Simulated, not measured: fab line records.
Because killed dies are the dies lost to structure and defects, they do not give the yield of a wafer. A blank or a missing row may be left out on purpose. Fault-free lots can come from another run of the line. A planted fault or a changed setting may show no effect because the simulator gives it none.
A lot that was struck, set against a sound lot | flow nand harc | 25 out of 1302 route steps
Sound: these wafers, L659.3, L659.5, L659.6. Wafers L668.3, L668.4, L668.5 were the ones struck. Last of all comes the cause.
At each step with rows: each side's tool, then ch and its chambers, then its first start. Under that, the readings that differ: sound wafers | struck wafers | difference of the means | sigmas: that difference in standard deviations of wafers without a fault.
alike: words and numbers the same on both sides, and readings whose means are apart by under 2 such deviations; not compared: readings that were withheld, readings missing a value for some wafer, numbers with overlapping values and no deviation given by the record, and bounds like >300 which may hide the same value.
The two part at a step that has a row with sigmas, a row that says differs or no value, or rows on one side only. When numbers do not overlap yet have no deviation, they are printed without sigmas and do not part them. A reading missing from all wafers of one side parts the sides only when that side holds two or more wafers.

first, 1 step without rows for these wafers: NHARC_A_CHANNEL_HOLE_D1_DESCUM_15 (chemistry O2, time 3 s).
NHARC_A_CHANNEL_HOLE_D1_ETCH_38: etches the open film in CF4, target depth 39 nm, time 65 s.
  sound on rie diel-13 ch 2,3, day 11 17:38; struck on rie diel-13 ch 1,2,3, day 15 02:32
  alike: bias w, cf4 flow sccm, drypump motor current A, mfc ar sccm, oes product au, rf vpp V, showerhead plenum p Torr, throttle valve pct
  not compared: rf hours counter h
NHARC_A_CHANNEL_HOLE_D1_ETCH_39: etches the open film in N2/H2, target depth 260 nm, time 325 s.
  sound: rie diel-13 ch 0,1,2; struck: rie diel-13 ch 0,1,2
  alike: bias w, chamber pressure mTorr, drypump motor current A, mfc ar sccm, oes product au, rf vpp V, showerhead plenum p Torr, throttle valve pct
  not compared: rf hours counter h
then, 1 step without rows for these wafers: NHARC_A_CHANNEL_HOLE_D1_ETCH_34 (etches the open film in CF4/CHF3, target depth 154 nm, time 77 s).
NHARC_A_CHANNEL_HOLE_D1_ETCH_16: etches the open film in O2/COS, target depth 3100 nm, time 806 s.
  sound: rie diel-13 ch 0,1,3; struck: rie diel-13 ch 0,1
  alike: bias w, chamber pressure mTorr, drypump motor current A, mfc ar sccm, oes product au, rf vpp V, showerhead plenum p Torr, throttle valve pct
  not compared: rf hours counter h
NHARC_A_CHANNEL_HOLE_D1_CD_MEAS_18:
  struck on cd sem-01, day 15 03:34; sound on cd sem-02, day 11 18:39
  alike: cd nm
then, 4 steps without rows for these wafers: NHARC_A_CHANNEL_HOLE_D1_ETCH_19 (etches the open film in C4F8/O2/Ar, time 34.5 s); NHARC_A_CHANNEL_HOLE_D1_ETCH_20 (etches the open film in C4F8/O2/Ar, time 361.9 s, target depth 1600 nm); NHARC_A_CHANNEL_HOLE_D1_ETCH_21 (etches the open film in C4F8/O2/Ar, time 514.3 s, target depth 1600 nm); NHARC_A_CHANNEL_HOLE_D1_ETCH_22 (etches the open film in C4F8/O2/Ar, time 666.7 s, target depth 1600 nm).
NHARC_A_CHANNEL_HOLE_D1_ETCH_23: etches the open film in C4F8/O2/Ar, time 819 s, target depth 1600 nm.
  sound on har etch-01 ch 0,1, day 11 22:34; struck on har etch-02 ch 0,1, day 15 06:12
  alike: c4f8 flow sccm, chamber pressure mTorr, drypump motor current A, mfc ar sccm, showerhead plenum p Torr, throttle valve pct
  not compared: rf hours counter h
then, 1 step without rows for these wafers: NHARC_A_CHANNEL_HOLE_D1_ETCH_24 (etches the open film in C4F8/O2/Ar, time 906.2 s, target depth 1500 nm).
NHARC_A_CHANNEL_HOLE_D1_ETCH_25: etches the open film in C4F8/O2/Ar, time 1040.2 s, target depth 1500 nm.
  sound on har etch-01 ch 0,1, day 12 00:05; struck on har etch-02 ch 0,1, day 15 07:43
  no value came back on the struck wafers for any of 6 readings (c4f8 flow sccm (sccm), chamber pressure mTorr (mTorr) and others); on the sound wafers c4f8 flow sccm (sccm) reads 93.92 93.64 93.73
  not compared: rf hours counter h
then, 5 steps without rows for these wafers: NHARC_A_CHANNEL_HOLE_D1_ETCH_26 (etches the open film in C4F8/O2/Ar, time 224.1 s, target depth 300 nm); NHARC_A_CHANNEL_HOLE_D1_ETCH_33 (etches the open film in C4F8/O2/Ar, time 90 s, target depth 400 nm); NHARC_A_CHANNEL_HOLE_D1_STRIP_41 (strips in N2/H2); NHARC_A_CHANNEL_HOLE_D1_STRIP_42 (strips in CF4/CHF3); NHARC_A_CHANNEL_HOLE_D1_STRIP_43 (strips in O2/COS).
NHARC_A_CHANNEL_HOLE_D1_ETCH_44: etches the open film in CF4/O2, target depth 140 nm, overetch 14 nm, time 77 s.
  sound on rie diel-13 ch 0,1, day 12 01:37; struck on rie diel-05 ch 1,3, day 15 09:20
  reading                            | sound             | struck            | difference | sigmas
  model.A_CHANNEL_HOLE_D1.cd nm (nm) | 89.45 86.79 90.65 | 100.5 94.22 98.68 | +8.8       |
  alike: bias w, cf4 flow sccm, drypump motor current A, mfc ar sccm, oes_f_703_au, oes product au, rf vpp V, showerhead plenum p Torr, throttle valve pct
  not compared: rf hours counter h
NHARC_A_CHANNEL_HOLE_D1_STRIP_27: strips in O2.
  sound: rie diel-13 ch 1,2,3; struck: rie diel-05 ch 0,1,2
  alike: drypump motor current A, mfc ar sccm, oes product au, rf vpp V, showerhead plenum p Torr, throttle valve pct
  not compared: rf hours counter h
then, 2 steps without rows for these wafers: NHARC_A_CHANNEL_HOLE_D1_PRECLEAN_28 (cleans in SC1); NHARC_A_CHANNEL_HOLE_D1_SRD_29.
NHARC_A_CHANNEL_HOLE_D1_CD_MEAS_30:
  struck on cd sem-01, day 15 10:08; sound on cd sem-02, day 12 02:25
  reading    | sound          | struck      | difference | sigmas
  cd nm (nm) | 88.9 86.3 89.7 | 0.4 0.1 0.3 | -88.0      | -59
NHARC_A_CHANNEL_HOLE_D1_XSEM_31:
  sound on xsem-02 ch 0, day 12 02:31; struck on xsem-02 ch 0, day 15 10:14
  reading        | sound          | struck         | difference | sigmas
  bot cd nm (nm) | 73.8 70.7 75.2 | 1.1 0.7 0.7    | -72.4      | -45
  bow nm (nm)    | 8.68 8.76 8.76 | 0.23 0.23 0.23 | -8.50      | -30
  alike: tilt deg
NHARC_A_CHANNEL_HOLE_D1_INSPECT_40:
  struck on defect inspect-01, day 15 10:19; sound on defect inspect-01, day 12 02:37
  reading          | sound    | struck     | difference | sigmas
  raw defect count | 32 52 43 | 114 132 89 | +69        | +2

== WHERE THEY PART ==
Earliest at NHARC_A_CHANNEL_HOLE_D1_ETCH_25; latest, in this record, at NHARC_A_CHANNEL_HOLE_D1_INSPECT_40.

WHY: what the simulator had put in
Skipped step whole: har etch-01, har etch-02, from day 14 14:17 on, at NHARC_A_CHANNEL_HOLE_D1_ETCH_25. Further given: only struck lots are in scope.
